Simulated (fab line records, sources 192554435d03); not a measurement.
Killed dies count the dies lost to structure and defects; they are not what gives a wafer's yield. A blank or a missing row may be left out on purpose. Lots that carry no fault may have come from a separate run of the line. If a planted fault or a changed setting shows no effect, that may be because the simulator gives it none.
Which tool did it?	flow n5 finfet	12 lots with 36 wafers sampled at 4 steps, on a route of 1938 steps

## WHAT THE GAUGES SHOWED, per wafer
N5_BEOL_M3_CD_MEAS_35: target cd 18 nm, target cd y 21 nm.
lot	measured	on	cd nm (nm)
L075	day 7 07:45	cd sem-01	17.6 17.3 17.5
L077	day 7 23:53	cd sem-03	18.1 18.0 17.7
L079	day 8 20:49	cd sem-03	17.6 18.0 18.1
L081	day 9 05:57	cd sem-03	18.1 17.9 18.1
L083	day 9 11:59	cd sem-03	17.7 17.8 17.8
L085	day 10 05:05	cd sem-01	18.0 17.8 17.9
L087	day 10 19:51	cd sem-01	18.1 18.4 17.4
L089	day 11 08:50	cd sem-03	17.8 17.8 17.8
L091	day 11 18:02	cd sem-02	17.9 17.4 18.2
L092	day 11 22:42	cd sem-01	18.4 18.7 18.3
L095	day 13 07:43	cd sem-03	18.0 17.6 17.1
L096	day 13 08:08	cd sem-02	18.0 18.1 17.3

## EACH LOT AND THE TOOL THAT RAN IT (in order: tool; ch and the chambers of the sampled wafers; start)
lot	N5_BEOL_M3_STRIP_19	N5_BEOL_M3_ETCH_77	N5_BEOL_M3_TRENCH_ETCH_37
L075	rie diel-06 ch 1,2, day 7 05:44	rie diel-01 ch 0,1,2, day 7 06:17	rie diel-02 ch 0,3, day 7 07:45 or earlier
L077	rie diel-01 ch 0,1,3, day 7 14:29	rie diel-02 ch 0,2,3, day 7 15:09	rie diel-06 ch 1,3, day 7 23:53 or earlier
L079	rie diel-02 ch 1,2,3, day 8 13:02	rie diel-06 ch 1,2,3, day 8 13:52	rie diel-02 ch 0,2, day 8 20:49 or earlier
L081	rie diel-06 ch 1,2,3, day 9 02:50	rie diel-06 ch 1,2,3, day 9 03:31	rie diel-06 ch 1,3, day 9 05:57 or earlier
L083	rie diel-06 ch 0,2, day 9 10:21	rie diel-02 ch 0,2, day 9 11:05	rie diel-06 ch 0,1, day 9 11:59 or earlier
L085	rie diel-06 ch 2,3, day 10 01:49	rie diel-06 ch 2,3, day 10 02:22	rie diel-01 ch 0,1,2, day 10 05:05 or earlier
L087	rie diel-06 ch 1,2, day 10 14:39	rie diel-01 ch 1,2,3, day 10 15:11	rie diel-06 ch 1,2,3, day 10 19:51 or earlier
L089	rie diel-01 ch 0,2,3, day 11 00:40	rie diel-06 ch 0,3, day 11 01:13	rie diel-01 ch 0,2, day 11 08:50 or earlier
L091	rie diel-02 ch 2,3, day 11 08:02	rie diel-02 ch 1,2,3, day 11 08:45	rie diel-02 ch 0,1,2, day 11 18:02 or earlier
L092	rie diel-06 ch 0,1,2, day 11 10:35	rie diel-02 ch 1,2,3, day 11 11:16	rie diel-02 ch 0,1,2, day 11 22:42 or earlier
L095	rie diel-01 ch 2,3, day 12 19:24	rie diel-02 ch 0,2, day 12 20:05	rie diel-06 ch 2,3, day 13 07:43 or earlier
L096	rie diel-06 ch 0,2,3, day 13 01:24	rie diel-02 ch 0,1,3, day 13 02:04	rie diel-01 ch 1,2,3, day 13 08:08 or earlier
- N5_BEOL_M3_STRIP_19: strips in O2.
- N5_BEOL_M3_ETCH_77: etches underlayer in N2/H2, target depth 6.5 nm, time 5.2 s.
- N5_BEOL_M3_TRENCH_ETCH_37: etches SiOC in C4F6/O2, target depth 55.555 nm, time 29.2 s.

## THE ANSWER, worked out from the rows above alone
Rule: what is usual is taken from the lots themselves. Put in order of their means at a reading, lots are off if they are a third of the lots or fewer, leave a main group of 4 or more, and stand apart from it by a gap of 3 or more times the standard deviation of the main group's means; of several such gaps the widest counts. The tables above print the reading to a certain number of digits; a main group whose means all agree to those digits is not used. A lot without any number at a reading at which 4 lots or more have one is off too. Where the step has rows for the other lots, those lots are counted as sound.
No lot is off on any of the readings shown, so nothing can be concluded from this.

## WHAT HAD BEEN PUT IN BY THE SIMULATOR
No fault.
